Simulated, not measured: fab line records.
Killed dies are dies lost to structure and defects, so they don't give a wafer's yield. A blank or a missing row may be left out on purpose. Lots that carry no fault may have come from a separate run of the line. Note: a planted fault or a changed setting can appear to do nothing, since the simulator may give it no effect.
Matching of chambers || flow nand_harc || NHARC_HYBRID_BOND_ACTIVATE_00 on rie_diel-12 has 4 sister chambers
The step chemistry N2, time 60 s. 4 wafers are shown with their chamber, then 10 later ones without.

== EACH WAFER AND ITS CHAMBER ==
{"wafer": "L324.4", "chamber": 0, "showerhead_plenum_p_Torr (Torr)": 1.70}
{"wafer": "L325.5", "chamber": 2, "showerhead_plenum_p_Torr (Torr)": 1.85}
{"wafer": "L335.2", "chamber": 1, "showerhead_plenum_p_Torr (Torr)": 1.73}
{"wafer": "L335.5", "chamber": 3, "showerhead_plenum_p_Torr (Torr)": 1.78}

== WAFERS MISSING THEIR CHAMBER ==
{"wafer": "L335.6", "showerhead_plenum_p_Torr (Torr)": 1.73}
{"wafer": "L334.4", "showerhead_plenum_p_Torr (Torr)": 1.78}
{"wafer": "L334.5", "showerhead_plenum_p_Torr (Torr)": 1.85}
{"wafer": "L334.6", "showerhead_plenum_p_Torr (Torr)": 1.73}
{"wafer": "L339.4", "showerhead_plenum_p_Torr (Torr)": 1.72}
{"wafer": "L339.5", "showerhead_plenum_p_Torr (Torr)": 1.78}
{"wafer": "L339.6", "showerhead_plenum_p_Torr (Torr)": 1.85}
{"wafer": "L340.2", "showerhead_plenum_p_Torr (Torr)": 1.85}
{"wafer": "L340.5", "showerhead_plenum_p_Torr (Torr)": 1.69}
{"wafer": "L340.6", "showerhead_plenum_p_Torr (Torr)": 1.72}

== CHAMBER TAKEN BY EACH ==
{"wafer": "L335.6", "from the rows above": 1, "in truth": 1}
{"wafer": "L334.4", "from the rows above": 3, "in truth": 3}
{"wafer": "L334.5", "from the rows above": 2, "in truth": 2}
{"wafer": "L334.6", "from the rows above": 1, "in truth": 1}
{"wafer": "L339.4", "from the rows above": "can't be placed: 1 or 0", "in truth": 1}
{"wafer": "L339.5", "from the rows above": 3, "in truth": 3}
{"wafer": "L339.6", "from the rows above": 2, "in truth": 2}
{"wafer": "L340.2", "from the rows above": 2, "in truth": 2}
{"wafer": "L340.5", "from the rows above": 0, "in truth": 0}
{"wafer": "L340.6", "from the rows above": "can't be placed: 1 or 0", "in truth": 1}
8 of 10 placed correctly. Cannot be placed on the basis of these rows: 2; the candidates contain the true chamber in 2. 0 placed wrongly.
How it was worked out, from the rows above alone: a wafer's distance from a chamber is the root of the sum, over the readings, of the square of ((its reading less the chamber's mean) divided by the reading's scatter). The wafer belongs to the nearest chamber; if the next one is less than 2 further off, it can't be placed. The mean given for a chamber averages the wafers shown for that chamber. The scatter: with one shown wafer a chamber, the root of the mean of the squares of how far each hidden wafer lies from its nearest shown one.
